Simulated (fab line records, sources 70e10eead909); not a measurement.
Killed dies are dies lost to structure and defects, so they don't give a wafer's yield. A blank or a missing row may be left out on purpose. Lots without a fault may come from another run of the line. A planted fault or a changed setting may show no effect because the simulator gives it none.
fab line records | flow nand_harc
record lots=6 wafers=16 last_day=33
route steps=1302 shown P_M0@282 P_M1@285 END@1302
lots that met no fault: from a run of the same line without faults
start_h: hours from the record's first day to the start of the lot's first wafer shown | wait_h: hours since the lot's step before | " the same as in the row above | L1.1+2: a row that stands for several wafers | - no value, or no start given | * or withheld: withheld | < > ~ a bound
route shown NAME@n: a module of which the file shows steps, and the number in the route of the first | usual: mean/standard deviation of fault-free wafers | same: alike in all rows | chamber/n: place in a boat | sites: the reading at each site | _std_site: their standard deviation | _edge_site: outer sites' mean less inner sites' | radius_mm: how far each site lies from the wafer's centre | mask NAME#n: copy n | behind: the tool/chamber that last shaped the wafer | hold: why the lot was held/for how many hours/how that ended | device: the transistor (n, p or np) that didn't switch | end of line: the same wafers' tests at the end of the route | a step without rows: its recipe alone | killed: dies lost to structure and defects at the first sort, not the wafer's yield | map: a wafer's dies, x killed, . not, _ none there
set.NAME: the setting as run; set.NAME@STEP: as run at that earlier step | model.NAME: the simulator's own value behind a step, which no gauge read
lots at some steps of the route; a table a step, a row a wafer
services: from which hour (start_h, from the record's first day; less than 0 if before it) a tool's chamber was out of use, for how many hours, and why
## steps
# step NHARC_P_M0_INSPECT_27
# usual raw_defect_count=341/130
# columns lot.wafer tool chamber start_h wait_h raw_defect_count
L353.3 defect_inspect-02 - 210.03 0.0 325
L353.4 " - " " 330
L353.6 " - " " 560
L354.2 defect_inspect-01 - 217.38 0.0 188
L354.3 " - " " 288
L354.6 " - " " 213
L361.1 defect_inspect-02 - 286.70 0.0 445
L361.4 " - " " 275
L361.6 " - " " 193
L365.4 defect_inspect-02 - 327.72 0.0 359
L365.6 " - " " 276
L366.4 defect_inspect-01 - 328.36 0.0 196
L366.6 " - " " 119
L367.1 defect_inspect-02 - 343.37 0.0 426
L367.3 " - " " 337
L367.4 " - " " 377
# step NHARC_P_M0_PRE_CLEAN_31
# recipe time_s=12 temp_c=370 rf_power_w=300 gas=NH3
# usual heater_power_w=594/80
# columns lot.wafer tool chamber start_h wait_h heater_power_w
L353.3 pecvd-03 2 210.10 0.1 536
L353.4 " 2 " " 539
L353.6 " 1 " " 760
L354.2 pecvd-03 2 217.46 0.1 536
L354.3 " 0 " " 531
L354.6 " 2 " " 534
L361.1 pecvd-02 1 286.78 0.1 545
L361.6 " 0 " " 573
L361.4 " 2 " " 613
L365.6 pecvd-02 2 327.84 0.1 546
L365.4 " 0 " " 542
L366.4 pecvd-01 2 328.48 0.1 637
L366.6 " 0 " " 628
L367.1 pecvd-03 1 343.45 0.1 660
L367.3 " 2 " " 567
L367.4 " 2 " " 560
# step NHARC_P_M0_DEP_32
# recipe target_thk_a=300 temp_c=370 target_thk_nm=30 pressure_torr=3 flow_sccm=200 rf_w=450 material=SiCN
# usual heater_power_w=542/79
# columns lot.wafer tool chamber start_h wait_h heater_power_w
L353.3 pecvd-03 2 210.18 0.1 506
L353.4 " 2 " " 496
L353.6 " 1 " " 696
L354.2 pecvd-03 2 217.57 0.1 492
L354.3 " 0 " " 511
L354.6 " 2 " " 522
L361.1 pecvd-02 1 286.89 0.1 534
L361.6 " 0 " " 466
L361.4 " 2 " " 544
L365.6 pecvd-02 2 328.04 0.2 532
L365.4 " 0 " " 437
L366.4 pecvd-01 2 328.68 0.2 592
L366.6 " 0 " " 610
L367.1 pecvd-03 1 343.56 0.1 643
L367.3 " 2 " " 493
L367.4 " 2 " " 518
# step NHARC_P_M1_DEP_00
# recipe target_thk_a=1825 target_thk_nm=182.5 temp_c=withheld pressure_torr=5 flow_sccm=200 rf_w=600 material=SiOC
# step NHARC_P_M1_DEHYDRATE_01
# recipe temp_c=150 time_s=120
# step NHARC_P_M1_HMDS_02
# recipe time_s=30
# step NHARC_P_M1_COAT_34
# recipe temp_c=200 time_s=65
# step NHARC_P_M1_COAT_03
# recipe spin_rpm=1500 resist_thk_nm=90
# step NHARC_P_M1_SOFTBAKE_04
# recipe temp_c=105 time_s=55
# step NHARC_P_M1_EBR_05
# step NHARC_P_M1_EXPOSE_06
# recipe na=1.35 target_cd_nm=130 dose_mj=81.88 mask_id=P_M1
# step NHARC_P_M1_PEB_07
# recipe peb_temp_c=100 peb_time_s=65
# usual heater_power_total_W=156.6/0.4
# columns lot.wafer tool chamber start_h wait_h heater_power_total_W
L353.3 litho_track-01 0 211.34 0.0 156.4
L353.4 " 0 " " 156.0
L353.6 " 0 " " 156.1
L354.2 litho_track-01 0 218.70 0.1 157.1
L354.3 " 0 " " 157.0
L354.6 " 0 " " 156.8
L361.1 litho_track-04 0 288.01 0.1 157.0
L361.4 " 0 " " 156.2
L361.6 " 0 " " 157.0
L365.4 litho_track-04 0 329.03 0.0 155.9
L365.6 " 0 " " 156.9
L366.4 litho_track-04 0 329.68 0.0 156.3
L366.6 " 0 " " 156.3
L367.1 litho_track-01 0 344.57 0.1 156.5
L367.3 " 0 " " 156.2
L367.4 " 0 " " 156.8
# step NHARC_P_M1_DEVELOP_08
# recipe develop_time_s=35 dev_temp_c=23
# step NHARC_P_M1_CD_MEAS_09
# recipe target_cd_nm=130 landing_energy_ev=500
# usual cd_nm=130.2/0.62
# columns lot.wafer tool chamber start_h wait_h hold cd_nm
L353.3 cd_sem-03 0 211.42 - - 129.9
L353.4 " 0 " " - 129.5
L353.6 " 0 " " - 129.7
L354.2 cd_sem-02 0 218.78 - - 130.1
L354.3 " 0 " " - 129.9
L354.6 " 0 " " - 129.9
L361.1 cd_sem-03 0 288.09 - - 130.9
L361.4 " 0 " " - 130.3
L361.6 " 0 " " - 131.1
L365.4 cd_sem-01 0 329.12 - await_dispo/0.2h/release 137.5
L365.6 " 0 " " await_dispo/0.2h/release 137.7
L365.4 cd_sem-01 0 - - - 137.4
L365.6 " 0 " " - 137.8
L366.4 cd_sem-03 0 329.77 - await_dispo/0.2h/release 138.0
L366.6 " 0 " " await_dispo/0.2h/release 137.3
L366.4 cd_sem-03 0 - - - 138.0
L366.6 " 0 " " - 137.5
L367.1 cd_sem-03 0 344.65 - - 130.6
L367.3 " 0 " " - 130.6
L367.4 " 0 " " - 129.9
# step NHARC_P_M1_OVL_MEAS_10
# recipe pitch_nm=260
# usual overlay_x_nm=0.3/0.76 overlay_y_nm=0.4/0.85
# columns lot.wafer tool chamber start_h wait_h hold overlay_x_nm overlay_y_nm
L353.3 overlay-01 - 211.51 - - -0.1 -0.2
L353.4 " - " " - 0.1 0.0
L353.6 " - " " - 0.1 -0.2
L354.2 overlay-01 - 218.87 - - 0.8 -0.8
L354.3 " - " " - 0.9 -0.5
L354.6 " - " " - 0.8 -0.6
L361.1 overlay-02 - 288.18 - - 1.6 -0.2
L361.4 " - " " - 0.9 -0.3
L361.6 " - " " - 1.3 -0.1
L365.4 overlay-02 - 331.71 - await_dispo/2.3h/release 0.5 -0.3
L365.6 " - " " await_dispo/2.3h/release 0.7 0.6
L366.4 overlay-01 - 336.00 - await_dispo/6.0h/release -0.2 0.4
L366.6 " - " " await_dispo/6.0h/release -0.1 0.7
L367.1 overlay-01 - 344.73 - - -0.4 -1.3
L367.3 " - " " - -0.4 -0.9
L367.4 " - " " - -1.1 -1.2
# step NHARC_P_M1_INSPECT_11
# usual raw_defect_count=4.6/2.9
# columns lot.wafer tool chamber start_h wait_h raw_defect_count
L353.3 defect_inspect-02 - 211.55 0.0 7
L353.4 " - " " 6
L353.6 " - " " 8
L354.2 defect_inspect-01 - 218.90 0.0 4
L354.3 " - " " 3
L354.6 " - " " 1
L361.1 defect_inspect-02 - 288.22 0.0 4
L361.4 " - " " 5
L361.6 " - " " 7
L365.4 defect_inspect-02 - 331.75 0.0 4
L365.6 " - " " 4
L366.4 defect_inspect-02 - 336.03 0.0 4
L366.6 " - " " 1
L367.1 defect_inspect-01 - 344.77 0.0 8
L367.3 " - " " 4
L367.4 " - " " 4
# step NHARC_P_M1_DESCUM_14
# recipe time_s=3 o2_flow_sccm=200 ar_flow_sccm=0 bias_power_w=0 chemistry=O2
# usual drypump_motor_current_A=5.9/0.48 oes_product_au=0.999/0.0099 rf_vpp_V=57.9/0.91 showerhead_plenum_p_Torr=1.92/0.068 throttle_valve_pct=11.312/0.0088
# columns lot.wafer tool chamber start_h wait_h drypump_motor_current_A oes_product_au rf_hours_counter_h rf_vpp_V showerhead_plenum_p_Torr throttle_valve_pct model.P_M1.cd_nm
L353.3 rie_diel-10 1 211.61 0.1 5.4 0.997 12 57.8 1.96 11.318 129.2
L353.4 " 2 " " 6.0 0.994 10 56.3 1.86 11.321 129.9
L353.6 " 1 " " 5.4 0.997 - 56.9 1.96 11.300 129.3
L354.3 rie_diel-10 1 218.97 0.1 5.4 1.002 12 57.4 1.96 11.301 130.2
L354.2 " 3 " " 6.2 0.987 12 58.2 1.97 11.301 130
L354.6 " 1 " " 5.4 0.992 - 59.3 1.96 11.313 129.2
L361.4 rie_diel-10 3 288.28 0.1 6.2 0.998 2 56.7 1.97 11.311 130.4
L361.1 " 0 " " 5.9 1.001 2 57.5 1.86 11.320 130.6
L361.6 " 0 " " 5.9 0.999 - 59.0 1.86 11.320 131
L365.4 rie_diel-10 3 331.82 0.1 6.2 0.988 6 58.1 1.97 11.310 137.3
L365.6 " 2 " " 6.0 1.013 - 58.3 1.86 11.319 138.2
L366.4 rie_diel-13 1 336.12 0.1 5.1 0.982 10 59.1 2.03 11.313 137.5
L366.6 " 2 " " 5.3 1.000 - 58.6 1.86 11.315 137.5
L367.4 rie_diel-10 0 344.83 0.1 5.9 1.004 8 58.1 1.86 11.328 129.9
L367.1 " 2 " " 6.0 0.999 7 56.3 1.85 11.323 131.2
L367.3 " 3 " " 6.2 0.983 7 58.0 1.97 11.313 130.9
# step NHARC_P_M1_ETCH_35
# recipe target_depth_a=400 overetch_a=120 time_s=43.94 ion_energy_ev=200 n2_flow_sccm=150 h2_flow_sccm=150 ar_flow_sccm=0 rf_w=400 bias_w=150 chemistry=N2/H2
# usual drypump_motor_current_A=5.9/0.5 oes_product_au=0.999/0.0099 rf_vpp_V=430.8/2.2 showerhead_plenum_p_Torr=2.05/0.078 throttle_valve_pct=14.171/0.0087
# columns lot.wafer tool chamber start_h wait_h drypump_motor_current_A oes_product_au rf_hours_counter_h rf_vpp_V showerhead_plenum_p_Torr throttle_valve_pct
L353.3 rie_diel-10 1 211.69 0.1 5.4 1.000 12 432.2 2.09 14.157
L353.4 " 3 " " 6.2 0.994 12 432.9 2.10 14.167
L353.6 " 1 " " 5.4 0.997 - 432.8 2.09 14.162
L354.3 rie_diel-10 0 219.05 0.1 5.9 1.017 13 429.4 1.98 14.177
L354.2 " 2 " " 6.1 0.984 10 428.2 1.98 14.171
L354.6 " 0 " " 5.9 0.998 - 429.2 1.98 14.178
L361.4 rie_diel-10 2 288.36 0.1 6.0 1.001 2 429.8 1.98 14.181
L361.1 " 0 " " 5.9 0.992 2 429.2 1.98 14.171
L361.6 " 2 " " 6.1 1.000 - 429.0 1.98 14.153
L365.4 rie_diel-10 1 331.89 0.1 5.4 1.003 6 431.1 2.08 14.182
L365.6 " 1 " " 5.4 1.008 - 429.5 2.08 14.159
L366.4 rie_diel-13 3 336.19 0.1 6.2 1.002 10 431.3 2.08 14.161
L366.6 " 1 " " 5.1 0.982 - 433.2 2.17 14.165
L367.1 rie_diel-10 3 344.92 0.1 6.2 0.991 7 432.8 2.10 14.159
L367.3 " 1 " " 5.4 1.007 7 431.7 2.08 14.172
L367.4 " 2 " " 6.0 1.011 7 429.8 1.98 14.181
# step NHARC_P_M1_ETCH_15
# recipe target_depth_a=1825 time_s=91.2 c4f8_flow_sccm=withheld ar_flow_sccm=400 rf_w=600 bias_w=300 chemistry=C4F8/Ar
# usual oes_product_au=0.955/0.019 rf_vpp_V=441.0/2.1
# columns lot.wafer tool chamber start_h wait_h oes_product_au rf_hours_counter_h rf_vpp_V
L353.4 rie_diel-10 0 - - 0.932 13 438.7
L353.3 " 1 " " 0.927 12 441.9
L353.6 " 2 " " 0.914 - 439.0
L354.3 rie_diel-10 1 - - 0.959 12 441.8
L354.2 " 2 " " 0.967 10 438.4
L354.6 " 2 " " 0.968 - 438.4
L361.4 rie_diel-10 2 - - 0.977 2 439.6
L361.1 " 0 " " 0.971 2 439.0
L361.6 " 2 " " 0.974 - 438.7
L365.4 rie_diel-10 3 - - 0.966 6 441.9
L365.6 " 3 " " 0.969 - 441.4
L366.4 rie_diel-13 3 - - 0.956 10 441.5
L366.6 " 1 " " 0.971 - 444.1
L367.3 rie_diel-10 3 - - 0.971 7 442.7
L367.4 " 0 " " 0.963 8 439.2
L367.1 " 2 " " 0.984 7 439.6
# step NHARC_P_M1_CD_MEAS_16
# usual cd_nm=130.0/0.86
# columns lot.wafer tool chamber start_h wait_h hold cd_nm
L353.3 cd_sem-02 - 211.92 - - 129.2
L353.4 " - " " - 130.2
L353.6 " - " " - 129.7
L354.2 cd_sem-03 - 219.27 - - 130.4
L354.3 " - " " - 129.5
L354.6 " - " " - 128.6
L361.1 cd_sem-03 - 288.58 - - 130.2
L361.4 " - " " - 130.7
L361.6 " - " " - 131.6
L365.4 cd_sem-01 - 332.12 - await_dispo/0.2h/release 137.9
L365.6 " - " " await_dispo/0.2h/release 138.6
L365.4 cd_sem-01 - 332.30 0.2 - 138.1
L365.6 " - " " - 138.4
L366.4 cd_sem-02 - 336.40 - await_dispo/0.2h/release 136.6
L366.6 " - " " await_dispo/0.2h/release 136.6
L366.4 cd_sem-02 - 336.59 0.2 - 137.4
L366.6 " - " " - 136.5
L367.1 cd_sem-02 - 345.14 - - 131.1
L367.3 " - " " - 131.2
L367.4 " - " " - 130.2
# step NHARC_P_M1_STRIP_18
# recipe power_w=1000 n2_flow_sccm=150 h2_flow_sccm=150 ar_flow_sccm=0 bias_w=0 chemistry=N2/H2
# usual drypump_motor_current_A=5.8/0.52 oes_product_au=1.001/0.009 rf_vpp_V=90.6/1 showerhead_plenum_p_Torr=2.06/0.088 throttle_valve_pct=14.171/0.0087
# columns lot.wafer tool chamber start_h wait_h hold drypump_motor_current_A oes_product_au rf_hours_counter_h rf_vpp_V showerhead_plenum_p_Torr throttle_valve_pct
L353.3 rie_diel-13 1 211.98 0.1 - 5.1 0.987 2 90.2 2.17 14.172
L353.4 " 3 " " - 6.3 1.001 2 90.3 2.09 14.171
L353.6 " 2 " " - 5.3 1.006 - 89.3 1.98 14.170
L354.2 rie_diel-13 3 219.34 0.1 - 6.3 0.990 2 90.5 2.09 14.161
L354.3 " 2 " " - 5.3 1.004 2 88.6 1.98 14.173
L354.6 " 3 " " - 6.3 0.991 - 90.4 2.09 14.173
L361.4 rie_diel-13 3 288.66 0.1 - 6.3 1.000 6 89.9 2.08 14.166
L361.1 " 1 " " - 5.1 0.985 6 91.0 2.17 14.157
L361.6 " 0 " " - 6.7 1.008 - 90.1 1.96 14.184
L365.4 rie_diel-10 1 336.09 3.8 await_dispo/3.7h/release 5.4 1.004 6 91.4 2.08 14.182
L365.6 " 0 " " await_dispo/3.7h/release 5.9 1.012 - 90.6 1.98 14.180
L366.4 rie_diel-10 3 338.42 1.8 await_dispo/1.7h/release 6.2 0.998 6 91.2 2.10 14.174
L366.6 " 2 " " await_dispo/1.7h/release 6.1 0.991 - 89.5 1.98 14.173
L367.4 rie_diel-10 0 345.21 0.1 - 5.9 1.006 8 91.0 1.98 14.193
L367.3 " 1 " " - 5.4 1.007 7 91.7 2.08 14.175
L367.1 " 3 " " - 6.2 0.991 8 92.1 2.10 14.180
# step NHARC_P_M1_ETCH_28
# recipe target_depth_a=300 over_etch_frac=0.3 time_s=72.99 ion_energy_ev=150 cf4_flow_sccm=50 n2_flow_sccm=100 ar_flow_sccm=150 rf_w=300 bias_w=100 chemistry=CF4/N2
# usual drypump_motor_current_A=5.8/0.5 oes_product_au=1.000/0.0086 rf_vpp_V=314.6/1.8 showerhead_plenum_p_Torr=2.65/0.1 throttle_valve_pct=19.793/0.0097
# columns lot.wafer tool chamber start_h wait_h drypump_motor_current_A oes_product_au rf_hours_counter_h rf_vpp_V showerhead_plenum_p_Torr throttle_valve_pct model.P_M1.cd_nm
L353.3 rie_diel-13 2 - - 5.3 1.009 2 313.6 2.56 19.786 128.7
L353.4 " 0 " " 6.7 1.006 2 314.3 2.53 19.800 130.3
L353.6 " 2 " " 5.3 0.997 - 312.6 2.56 19.769 128.6
L354.3 rie_diel-13 1 - - 5.1 1.006 2 315.5 2.78 19.802 128.4
L354.2 " 0 " " 6.7 1.012 2 313.0 2.53 19.776 130.5
L354.6 " 1 " " 5.1 0.999 - 317.4 2.78 19.797 128.6
L361.1 rie_diel-13 1 - - 5.1 0.986 6 316.6 2.78 19.814 129.2
L361.4 " 2 " " 5.3 1.013 6 313.3 2.56 19.794 130.6
L361.6 " 3 " " 6.3 0.995 - 315.5 2.68 19.795 131.3
L365.4 rie_diel-10 3 - - 6.2 0.984 6 316.1 2.70 19.797 137.6
L365.6 " 3 " " 6.2 0.976 - 317.2 2.70 19.783 139.4
L366.4 rie_diel-10 3 - - 6.2 0.995 6 315.3 2.70 19.790 136.5
L366.6 " 0 " " 5.9 1.000 - 312.3 2.55 19.808 137.3
L367.1 rie_diel-10 3 - - 6.2 0.991 8 314.8 2.70 19.791 131.5
L367.3 " 0 " " 5.9 0.997 8 313.1 2.55 19.779 131.3
L367.4 " 2 " " 6.0 1.008 7 313.7 2.55 19.800 131.1
# step NHARC_P_M1_STRIP_19
# recipe time_s=600 temp_c=30 chemistry=post_etch_residue_remover
# step NHARC_END_SORT_01
# recipe temp_c=25
# usual defect_limited_yield=91/3.2 killed_at_array=53/21 killed_at_other=0.8/1.1 killed_at_periphery=4.2/2.7 killed_dies=58/22 killed_open=3.4/1.9 killed_short=2.5/1.6 sort_bin_2_pct=3.1/1.4 sort_bin_3_pct=0.6/0.43 sort_bin_4_pct=4.9/1.7 sort_n_pass=619/22 sort_rim_yield_pct=96.9/1.8 sort_yield_pct=91/3.2
# same gross_dies=677 sort_bin_5_pct[%]=0 sort_bin_6_pct[%]=0 sort_bin_7_pct[%]=0 sort_bin_8_pct[%]=0 sort_rim_n_gross=106.00
# columns lot.wafer tool chamber start_h wait_h defect_limited_yield[%] killed_at_array killed_at_other killed_at_periphery killed_dies killed_open killed_short sort_bin_2_pct[%] sort_bin_3_pct[%] sort_bin_4_pct[%] sort_n_pass sort_rim_yield_pct[%] sort_yield_pct[%]
L354.2 prober-02 0 653.20 2.8 87 77 4 6 87 2 2 4.3 1.2 7.4 590 97.2 87
L354.3 prober-02 0 654.01 3.1 88 73 2 3 78 7 2 5.5 0.9 5.2 599 98.1 88
L354.6 prober-02 0 656.42 4.0 88 76 1 7 84 0 3 4.4 0.9 7.1 593 97.2 88
L366.6 prober-02 0 777.83 4.0 88 78 0 2 80 7 3 4.3 0.9 6.6 597 96.2 88
L365.4 prober-01 0 776.26 3.4 93 44 0 2 46 1 2 2.5 0 4.3 631 97.2 93
# killed by level:class
L354.2 A_CHANNEL_HOLE_D1:chamber_film_flake=27 A_SLIT:chamber_film_flake=27 A_CHANNEL_HOLE_D2:chamber_film_flake=13 A_CONTACT:chamber_film_flake=5 P_BONDPAD:chamber_film_flake=4 THIN_TSV:chamber_film_flake=4 P_M2:geometric_particle:open=1 A_ONON_D1:geometric_particle:short=1
L354.3 A_CHANNEL_HOLE_D1:chamber_film_flake=30 A_SLIT:chamber_film_flake=25 A_CHANNEL_HOLE_D2:chamber_film_flake=7 A_CHANNEL_FILL_D2:geometric_particle:open=3 A_CONTACT:chamber_film_flake=3 P_M2:geometric_particle:short=1 A_ONON_D1:geometric_particle:open=1 A_CHANNEL_FILL_D1:geometric_particle:open=1
L354.6 A_CHANNEL_HOLE_D1:chamber_film_flake=31 A_SLIT:chamber_film_flake=24 A_CHANNEL_HOLE_D2:chamber_film_flake=15 P_BONDPAD:chamber_film_flake=7 A_CHANNEL_FILL_D2:chamber_film_flake=2 A_ONON_D1:geometric_particle:short=1 A_DECK1_JOINT:geometric_particle:short=1 A_ONON_D2:geometric_particle:short=1
L365.4 A_CHANNEL_HOLE_D1:chamber_film_flake=17 A_SLIT:chamber_film_flake=9 A_CONTACT:chamber_film_flake=6 A_CHANNEL_HOLE_D2:chamber_film_flake=4 A_ZERO_WELL:chamber_film_flake=2 A_CHANNEL_FILL_D1:chamber_film_flake=2 A_ONON_D1:geometric_particle:open=1 A_SLIT:geometric_particle:short=1
L366.6 A_SLIT:chamber_film_flake=33 A_CHANNEL_HOLE_D2:chamber_film_flake=25 A_STAIRCASE:chamber_film_flake=8 A_CONTACT:chamber_film_flake=4 A_WL_FILL:geometric_particle:short=2 P_M2:geometric_particle:open=1 P_M2:geometric_particle:short=1 A_ONON_D1:geometric_particle:open=1
## services
# columns tool chamber start_h hours kind
rie_diel-10 2 193.23 9.9 repair
rie_diel-10 0 197.00 - clean
rie_diel-10 1 197.00 - clean
rie_diel-10 3 197.00 - clean
litho_track-04 - 203.00 7.0 pm
rie_diel-10 0 221.50 - clean
rie_diel-10 1 221.50 - clean
rie_diel-10 2 221.50 - clean
rie_diel-10 3 221.50 - clean
pecvd-02 - 227.23 13.0 pm
pecvd-03 2 232.09 20.8 repair
rie_diel-10 - 242.71 9.0 pm
rie_diel-10 0 242.71 9.0 vent_cycle
rie_diel-13 3 250.87 5.1 repair
pecvd-01 - 282.67 7.2 repair
pecvd-02 - 288.49 1.5 repair
rie_diel-13 2 294.07 4.5 repair
rie_diel-13 2 300.73 6.7 repair
pecvd-01 - 311.00 13.0 pm
rie_diel-13 2 314.04 9.5 repair
rie_diel-13 3 315.93 4.5 repair
litho_track-01 - 330.00 7.0 pm
pecvd-02 - 333.72 3.4 repair
rie_diel-13 - 342.04 9.0 pm
## key
first_sign step=NHARC_P_M1_CD_MEAS_09 reading=visit direction=added
effect step=NHARC_P_M1_CD_MEAS_09 reading=cd_nm direction=up sigmas=12 usual=130.2 struck=137.6
effect step=NHARC_P_M1_CD_MEAS_16 reading=visit direction=added
effect step=NHARC_P_M1_CD_MEAS_16 reading=cd_nm direction=up sigmas=8.6 usual=130.0 struck=137.4
model_effect step=NHARC_P_M1_DESCUM_14 value=P_M1.cd_nm without=130.1 struck=137.6
model_effect step=NHARC_P_M1_ETCH_28 value=P_M1.cd_nm without=130.2 struck=137.7
met_at NHARC_P_M1_PEB_07
struck_wafers L365.4,L365.6,L366.4,L366.6
onset_between 288.01 329.03
fault kind=process_parameter_drift tool=litho_track-04 chamber=- onset_h=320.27 steps=NHARC_P_M1_PEB_07 channel=peb_time_s offset=* shape=step end_h=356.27 scope=struck_wafers_only acts_in=* stated=*
